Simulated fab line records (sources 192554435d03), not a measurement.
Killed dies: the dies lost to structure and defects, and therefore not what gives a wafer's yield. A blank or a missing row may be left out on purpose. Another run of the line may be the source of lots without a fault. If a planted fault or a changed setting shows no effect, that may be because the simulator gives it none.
One fault seen from 3 desks / flow n5_finfet / each desk has only its own numbers; what lay behind them comes last

== AT THE TOOL OWNER'S DESK: epi_rpcvd-04 ==
The tool's own readings at N5_SD_EPI_P_VAPOR_ETCH_44 (etches SiGe30 in NF3/Ar, time 3.3 s): means of the sampled wafers that have a number, for each lot that ran on this tool. The brackets show how far a lot's mean lies from the usual mean; more than 4 standard deviations puts the lot out of limits, marked OUT.
Columns: A = susceptor_temp_C at N5_SD_EPI_P_VAPOR_ETCH_44, usual 25.00 C
lot=L168; first seen here=day 3 09:14; A=24.93
lot=L169; first seen here=day 3 14:53; A=25.05
lot=L174; first seen here=day 4 19:09; A=25.06
lot=L175; first seen here=day 5 02:40; A=25.00
lot=L178; first seen here=day 5 21:00; A=25.12
lot=L181; first seen here=day 6 12:14; A=24.98
lot=L184; first seen here=day 7 08:23; A=25.05
Finding of this desk: none of the 7 lots has anything out of limits.

== THE DEFECT DESK ==
What the inspections along the route counted, lot by lot: means of the sampled wafers that have a number. The brackets show how far a lot's mean lies from the usual mean; more than 4 standard deviations puts the lot out of limits, marked OUT.
Columns: A = raw_defect_count at N5_BEOL_M4_INSPECT_59, usual 74
lot=L168; first seen here=day 7 22:13; A=90
lot=L169; first seen here=day 8 03:23; A=50
lot=L174; first seen here=day 9 06:45; A=72
lot=L175; first seen here=day 9 06:58; A=40
lot=L177; first seen here=day 10 04:42; A=79
lot=L178; first seen here=day 10 11:16; A=63
lot=L181; first seen here=day 11 04:46; A=60
lot=L184; first seen here=day 11 15:34; A=78
lot=L187; first seen here=day 12 18:45; A=85
lot=L189; first seen here=day 13 21:14; A=58
Finding of this desk: none of the 10 lots has anything out of limits.

== FROM THE METROLOGY DESK ==
What the gauges read, lot by lot, whatever tool the lot ran on: means of the sampled wafers that have a number. The brackets show how far a lot's mean lies from the usual mean; more than 4 standard deviations puts the lot out of limits, marked OUT. Readings shown: 7 out of 15 (the first out of limits, and those lying furthest out on some lot).
Columns: A = DIBL_P at N5_BEOL_M4_RC_MEAS_101, usual 35.7 mV/V; B = IOFF_P at N5_BEOL_M4_RC_MEAS_101, usual 0.21 nA/um; C = IOFF_P_85C at N5_BEOL_M4_RC_MEAS_101, usual 3.6 nA/um; D = IOFF_P_LIN at N5_BEOL_M4_RC_MEAS_101, usual 0.100 nA/um; E = ION_P at N5_BEOL_M4_RC_MEAS_101, usual 462 uA/um; F = VT_P at N5_BEOL_M4_RC_MEAS_101, usual -250 mV; G = VT_P_LVT at N5_BEOL_M4_RC_MEAS_101, usual -98.4 mV
lot=L168; first seen here=day 7 22:14; A=33.7; B=0.20; C=3.5; D=0.098; E=462; F=-249; G=-97.5
lot=L169; first seen here=day 8 03:34; A=36.7; B=0.21; C=3.6; D=0.096; E=459; F=-253; G=-100.1
lot=L174; first seen here=day 9 06:56; A=37.3; B=0.19; C=3.4; D=0.090; E=450; F=-253; G=-102.9
lot=L175; first seen here=day 9 07:34; A=35.2; B=0.20; C=3.5; D=0.097; E=460; F=-250; G=-98.9
lot=L177; first seen here=day 10 04:53; A=35.2; B=0.19; C=3.4; D=0.092; E=456; F=-251; G=-98.4
lot=L178; first seen here=day 10 11:17; A=41.8; B=0.55 (+11) OUT; C=8.0 (+10) OUT; D=0.207 (+9.8) OUT; E=489; F=-239; G=-89.6
lot=L181; first seen here=day 11 04:56; A=54.4 (+10) OUT; B=1.58 (+46) OUT; C=19.9 (+38) OUT; D=0.467 (+33) OUT; E=547 (+11) OUT; F=-217 (+11) OUT; G=-65.8 (+12) OUT
lot=L184; first seen here=day 11 15:35; A=42.2; B=0.56 (+12) OUT; C=7.9 (+9.9) OUT; D=0.212 (+10) OUT; E=495 (+4.5) OUT; F=-236 (+4.6) OUT; G=-86.6 (+4.4) OUT
lot=L187; first seen here=day 12 18:56; A=33.5; B=0.18; C=3.2; D=0.087; E=452; F=-254; G=-101.6
lot=L189; first seen here=day 13 21:15; A=35.9; B=0.21; C=3.7; D=0.103; E=460; F=-251; G=-98.8
This desk's finding: out of limits on L178, L181, L184; first on L178, day 10 11:17 (IOFF_P at N5_BEOL_M4_RC_MEAS_101). Within limits: L168, L169, L174, L175, L177, L187, L189.

== PUT TOGETHER ==
At day 10 11:17 the metrology desk could have sounded an alarm, on L178, L181, L184.
Nothing out of limits was seen by the tool owner's desk.
Nothing the defect desk looked at was out of limits.
The tool owner's desk has L178, L181, L184 on record, within its limits.
The defect desk has L178, L181, L184 on record, within its limits.
On epi_rpcvd-04, each named lot ran N5_SD_EPI_P_VAPOR_ETCH_44.

== WHAT WAS PUT IN BY THE SIMULATOR ==
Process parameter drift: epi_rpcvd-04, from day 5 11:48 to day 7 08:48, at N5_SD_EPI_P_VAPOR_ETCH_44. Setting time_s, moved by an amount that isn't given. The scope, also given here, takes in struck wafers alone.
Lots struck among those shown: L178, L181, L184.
Delay in hours, fault start to first out-of-limits reading, per desk: metrology desk 119.
